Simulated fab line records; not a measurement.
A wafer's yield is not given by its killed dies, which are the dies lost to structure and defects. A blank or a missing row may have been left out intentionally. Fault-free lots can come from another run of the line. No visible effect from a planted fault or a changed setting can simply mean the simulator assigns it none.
The tool behind it: which one? ; flow n5-finfet ; 11 lots, 33 wafers sampled, at 2 steps of a route of 1938

## WHAT THE GAUGES READ, wafer by wafer
N5_BEOL_M15_THK_MEAS_50: measures by xrf.
lot;measured;on;M15_THK (nm)
L744;day 12 06:31;film-metro-02;893 855 892
L746;day 12 11:22;film-metro-02;858 854 844
L748;day 13 00:11;film-metro-01;896 870 859
L749;day 12 20:55;film-metro-02;900 879 898
L750;day 13 04:41;film-metro-01;908 903 862
L752;day 14 03:43;film-metro-02;843 851 842
L753;day 14 15:04;film-metro-02;864 837 862
L762;day 16 14:45;film-metro-02;888 891 871
L765;day 17 03:44;film-metro-01;901 894 882
L767;day 17 08:59;film-metro-02;891 893 883
L761;day 18 03:26;film-metro-01;852 853 860

## EACH LOT AND THE TOOL THAT RAN IT (in order: tool; ch and the chambers of the sampled wafers; start)
lot;N5_BEOL_M2_CVD_47
L744;cvd-co-02 ch 0,2, day 7 01:59
L746;cvd-co-02 ch 1,2, day 7 11:04
L748;cvd-co-02 ch 0,2, day 7 15:55
L749;cvd-co-01 ch 0,1, day 7 22:25
L750;cvd-co-01 ch 1,2, day 8 01:25
L752;cvd-co-01 ch 1,2, day 9 07:12
L753;cvd-co-01 ch 1,2, day 9 11:09
L762;cvd-co-02 ch 0,1,2, day 11 11:00
L765;cvd-co-01 ch 0,2, day 12 02:51
L767;cvd-co-01 ch 0,2, day 12 20:08
L761;cvd-co-01 ch 1,2, day 12 22:54
- N5_BEOL_M2_CVD_47: deposits Co from CCTBA/H2, target thk 3 nm, time 223.8 s.

## THE ANSWER, worked out from the rows above alone
Rule: what is usual is taken from the lots themselves. Put in order of their means at a reading, lots are off if they are a third of the lots or fewer, leave a main group of 4 or more, and stand apart from it by a gap of 3 or more times the standard deviation of the main group's means; of several such gaps the widest counts. The tables above print the reading to a certain number of digits; a main group whose means all agree to those digits is not used. Also off: a lot with no number at a reading for which 4 or more lots have one. All remaining lots with rows at the step are treated as sound.
Across all readings shown, no lot is off: no conclusion can be drawn from this.

## WHAT WAS PUT IN BY THE SIMULATOR
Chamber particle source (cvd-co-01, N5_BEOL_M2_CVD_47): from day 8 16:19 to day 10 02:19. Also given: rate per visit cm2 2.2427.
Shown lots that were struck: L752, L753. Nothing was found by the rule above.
